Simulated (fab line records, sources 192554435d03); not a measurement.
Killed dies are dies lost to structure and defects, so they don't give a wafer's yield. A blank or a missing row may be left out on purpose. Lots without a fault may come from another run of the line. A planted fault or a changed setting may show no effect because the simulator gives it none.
One fault through the eyes of 2 desks / flow n5Finfet / only its own numbers are on each desk; what lay behind them is given at the end

## METROLOGY DESK
What the gauges read, lot by lot, whatever tool the lot ran on: means of the sampled wafers that have a number. A lot is out of limits, marked OUT, if its mean lies more than 4 standard deviations from the usual mean; the brackets give that distance.
Columns: A = M15_RS at N5_BEOL_M15_RS_MEAS_54, usual 0.0217 ohm/sq; B = cdNm at N5_MIM_BOT_LITHO_CD_MEAS_08, usual 3000.6 nm
lot=L712; first seen here=day 11 15:37; A=0.0217; B=3003.9
lot=L714; first seen here=day 12 16:28; A=0.0219; B=2998.0
lot=L715; first seen here=day 12 17:34; A=0.0214; B=3003.7
lot=L716; first seen here=day 13 00:53; A=0.0216; B=2998.3
lot=L719; first seen here=day 13 17:21; A=0.0224; B=3001.0
lot=L720; first seen here=day 13 22:31; A=0.0222; B=3001.2
lot=L722; first seen here=day 14 11:35; A=0.0213; B=3001.4
lot=L723; first seen here=day 14 12:32; A=0.0220; B=3001.3
lot=L724; first seen here=day 14 19:03; A=0.0219; B=3003.1
lot=L725; first seen here=day 15 15:58; A=0.0215; B=3000.1
lot=L730; first seen here=day 16 08:30; A=0.0216; B=3003.1
Result from this desk: across the 11 lots, nothing is out of limits.

## DESK OF THE TOOL OWNER: rieDiel-02
The tool's own readings at N5_MIM_TOP_ETCH_STRIP_01 (strips in O2): means of the sampled wafers that have a number, for each lot that ran on this tool. A lot is out of limits, marked OUT, if its mean lies more than 4 standard deviations from the usual mean; the brackets give that distance.
Columns: A = drypumpMotorCurrentA at N5_MIM_TOP_ETCH_STRIP_01, usual 5.8 A; B = o2FlowSccm at N5_MIM_TOP_ETCH_STRIP_01, usual 225.0 sccm; C = oesProductAu at N5_MIM_TOP_ETCH_STRIP_01, usual 0.78 a.u.; D = rfVppV at N5_MIM_TOP_ETCH_STRIP_01, usual 3.7 V; E = showerheadPlenumPTorr at N5_MIM_TOP_ETCH_STRIP_01, usual 2.11 Torr; F = tempC at N5_MIM_TOP_ETCH_STRIP_01, usual 60.00 C; G = throttleValvePct at N5_MIM_TOP_ETCH_STRIP_01, usual 16.6 %
lot=L712; first seen here=day 11 22:22; A=5.7; B=225.2; C=0.78; D=2.8; E=2.12; F=60.00; G=16.6
lot=L715; first seen here=day 12 21:10; A=6.2; B=225.2; C=0.85; D=2.4; E=2.14; F=60.01; G=16.3
lot=L719; first seen here=day 13 22:28; A=6.2; B=225.3; C=0.83; D=3.4; E=2.14; F=59.93; G=16.3
lot=L722; first seen here=day 14 17:04; A=6.2; B=225.3; C=0.82; D=4.5; E=2.13; F=59.98; G=16.3
lot=L723; first seen here=day 14 17:43; A=5.3; B=224.7; C=0.74; D=4.8; E=2.08; F=59.95; G=16.6
lot=L724; first seen here=day 15 00:32; A=5.8; B=225.3; C=0.80; D=4.6; E=2.09; F=59.91; G=16.2
lot=L725; first seen here=day 15 19:26; A=6.2; B=224.6; C=0.82; D=3.6; E=2.13; F=60.03; G=16.3
lot=L730; first seen here=day 16 12:34; A=6.2; B=224.9; C=0.81; D=3.9; E=2.13; F=60.29; G=16.4
Result from this desk: across the 8 lots, nothing is out of limits.

## TAKEN TOGETHER
Nothing out of limits was seen by the metrology desk.
The desk of the tool owner found nothing out of limits.

## WHAT THE SIMULATOR HAD INSERTED
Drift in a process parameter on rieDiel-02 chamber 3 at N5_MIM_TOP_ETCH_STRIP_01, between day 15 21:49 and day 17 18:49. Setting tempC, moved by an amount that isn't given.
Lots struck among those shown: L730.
